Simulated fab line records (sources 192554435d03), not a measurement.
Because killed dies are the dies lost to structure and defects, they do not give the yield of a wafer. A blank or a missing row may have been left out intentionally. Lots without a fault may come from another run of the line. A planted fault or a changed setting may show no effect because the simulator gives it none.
Split-lot trial    flow n5Finfet    39 wafers read across 7 lots, on a route 1938 steps long

== ON THE SPLIT ==
At N5_HKMG_FIN_EXPOSE_46 (exposes mask NDIPOLE), the setting doseMj was moved away from the recipe's 40 on 15 of the 39 wafers read, by -5.9% to +7.3%. For the rest of the wafers, this setting stayed at what the recipe calls for.

== FROM THE SPLIT TO THE READING: what the file shows between them, 2 steps ==
- N5_HKMG_FIN_PEB_47: peb time 60 s
- N5_HKMG_FIN_DEVELOP_48: develop time 30 s

== THE READING ==
cdNm (nm) at N5_HKMG_FIN_CD_MEAS_49, where the cd target is 202 nm. A value of 201.8 nm with a standard deviation of 0.67 nm is what fault-free wafers of this fab line usually give.

wafer   tool, chamber at the split  doseMj as run  against the recipe  cdNm, nm  against lot-mates on the recipe
L078.1  arfiScanner-01, 0           37.63          -5.9%               197.5     -3.7
L078.2  arfiScanner-01, 0           40             recipe              201.3     -
L078.3  arfiScanner-01, 0           37.63          -5.9%               197.1     -4.1
L078.4  arfiScanner-01, 0           40             recipe              200.8     -
L078.5  arfiScanner-01, 0           40             recipe              201.6     -
L078.6  arfiScanner-01, 0           37.63          -5.9%               197.5     -3.7
L079.1  arfiScanner-02, 0           38.82          -2.9%               199.9     -2.1
L079.2  arfiScanner-02, 0           38.82          -2.9%               200.2     -1.8
L079.3  arfiScanner-02, 0           40             recipe              203.1     -
L079.4  arfiScanner-02, 0           38.82          -2.9%               200.1     -1.9
L079.5  arfiScanner-02, 0           40             recipe              201.8     -
L079.6  arfiScanner-02, 0           40             recipe              201.0     -
L080.1  arfiScanner-03, 0           41.84          +4.6%               204.1     +2.7
L080.2  arfiScanner-03, 0           40             recipe              201.4     -
L080.3  arfiScanner-03, 0           40             recipe              201.3     -
L080.4  arfiScanner-03, 0           41.84          +4.6%               204.0     +2.6
L080.5  arfiScanner-03, 0           40             recipe              201.5     -
L080.6  arfiScanner-03, 0           41.84          +4.6%               204.0     +2.6
L085.1  arfiScanner-02, 0           40             recipe              201.9     -
L085.2  arfiScanner-02, 0           40             recipe              202.6     -
L085.3  arfiScanner-02, 0           40             recipe              202.2     -
L085.4  arfiScanner-02, 0           40             recipe              201.4     -
L085.5  arfiScanner-02, 0           40             recipe              202.1     -
L085.6  arfiScanner-02, 0           40             recipe              201.9     -
L089.1  arfiScanner-02, 0           40             recipe              202.3     -
L089.2  arfiScanner-02, 0           40             recipe              201.6     -
L089.5  arfiScanner-02, 0           40             recipe              201.8     -
L091.1  arfiScanner-03, 0           42.03          +5.1%               205.2     +2.9
L091.2  arfiScanner-03, 0           40             recipe              202.3     -
L091.3  arfiScanner-03, 0           40             recipe              202.2     -
L091.4  arfiScanner-03, 0           40             recipe              202.4     -
L091.5  arfiScanner-03, 0           42.03          +5.1%               204.1     +1.8
L091.6  arfiScanner-03, 0           42.03          +5.1%               203.9     +1.6
L095.1  arfiScanner-02, 0           42.9           +7.3%               206.1     +4.2
L095.2  arfiScanner-02, 0           40             recipe              202.0     -
L095.3  arfiScanner-02, 0           42.9           +7.3%               205.8     +3.9
L095.4  arfiScanner-02, 0           42.9           +7.3%               205.8     +3.9
L095.5  arfiScanner-02, 0           40             recipe              201.6     -
L095.6  arfiScanner-02, 0           40             recipe              202.0     -

THE FIT
A straight line over all 39 wafers: cdNm changes by +0.598 nm for each +1% of doseMj; r = +0.97; the points scatter about the line by 0.54 nm.
The same after taking each lot's own level away (the mean of its wafers on the recipe; 39 wafers): +0.569 nm for each +1%; r = +0.97; scatter 0.44 nm.
According to that fit, moving doseMj by its largest amount changes the reading by 4.1 nm.
From 201.23 to 202.30 nm: that is the span of the lots' own levels, equal to 1.6 times the standard deviation above.
The two slopes agree, so the slope changes little with the lot-to-lot level.
Check: +3.97 nm against its lot-mates is what the line predicts for one of the wafers moved furthest among these (+7.3%) when that wafer is left out of the fit. It came out at +4.23 nm against them.

== THE WHOLE CHAIN: every reading that the file lists as answering this split, in the file's order ==
step                    what it does                                            reading                                                               change (the file's fit)                r (the file's)
N5_HKMG_FIN_CD_MEAS_49  target cd 202 nm                                        cdNm                                                                  +0.56 nm for each +1% of the setting   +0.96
N5_HKMG_FIN_ETCH_54     etches SiARC in CF4, target depth 45.5 nm, time 75.8 s  HKMG_FIN.cdOffsetNm (the simulator's own value, which no gauge read)  +0.565 nm for each +1% of the setting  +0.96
N5_HKMG_FIN_ETCH_55     etches SOC in N2/H2, target depth 240 nm, time 300 s    HKMG_FIN.cdOffsetNm (the simulator's own value, which no gauge read)  +0.533 nm for each +1% of the setting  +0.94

== FILE'S OWN FIT ==
cdNm changes by +0.56 nm for each +1% of doseMj, r = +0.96.
